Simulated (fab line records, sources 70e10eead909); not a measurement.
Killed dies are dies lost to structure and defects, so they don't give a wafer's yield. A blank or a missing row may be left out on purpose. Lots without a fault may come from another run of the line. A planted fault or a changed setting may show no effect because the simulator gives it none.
Chamber matching | flow nand_harc | NHARC_A_SLIT_DEP_23 on pecvd-02: 3 sister chambers
The step deposits SiON, target thk 100 nm. 18 wafers are shown with their chamber, then 9 later ones without.

WAFERS WITH THEIR CHAMBER
wafer  | chamber | heater_power_w (W)
L076.1 | 1       | 660
L076.5 | 1       | 652
L076.6 | 2       | 934
L080.1 | 0       | 675
L080.5 | 0       | 685
L080.6 | 2       | 836
L083.2 | 1       | 756
L083.3 | 2       | 870
L083.5 | 0       | 602
L085.2 | 0       | 611
L085.3 | 2       | 813
L085.6 | 0       | 643
L088.3 | 2       | 892
L088.5 | 1       | 672
L088.6 | 0       | 655
L087.1 | 1       | 721
L087.3 | 2       | 801
L087.5 | 1       | 720

SIGNATURES (means of the wafers above)
reading        | chamber 0 | chamber 1 | chamber 2 | scatter within a chamber
heater_power_w | 645.17    | 696.83    | 857.67    | 42.5
Rule: a wafer's distance from a chamber is the root of the sum, over the readings, of the square of ((its reading less the chamber's mean) divided by the reading's scatter). The wafer belongs to the nearest chamber; if the next one is less than 2 further off, it can't be placed. The scatter: the root of (the sum of the squares of (reading less its chamber's mean) over the shown wafers, divided by (wafers less chambers)).

WAFERS WITHOUT THEIR CHAMBER
wafer  | heater_power_w (W)
L093.4 | 846
L093.5 | 559
L093.6 | 656
L092.2 | 732
L092.4 | 721
L092.5 | 669
L096.3 | 662
L096.5 | 828
L096.6 | 668

WHICH CHAMBER EACH WENT THROUGH
wafer  | from the rows above     | in truth
L093.4 | 2                       | 2
L093.5 | can't be placed: 0 or 1 | 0
L093.6 | can't be placed: 0 or 1 | 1
L092.2 | can't be placed: 1 or 0 | 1
L092.4 | can't be placed: 1 or 0 | 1
L092.5 | can't be placed: 0 or 1 | 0
L096.3 | can't be placed: 0 or 1 | 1
L096.5 | 2                       | 2
L096.6 | can't be placed: 0 or 1 | 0
Placed correctly: 2 of 9. Can't be placed from these rows: 7 (the true chamber is among the candidates in 7). Placed wrongly: 0.
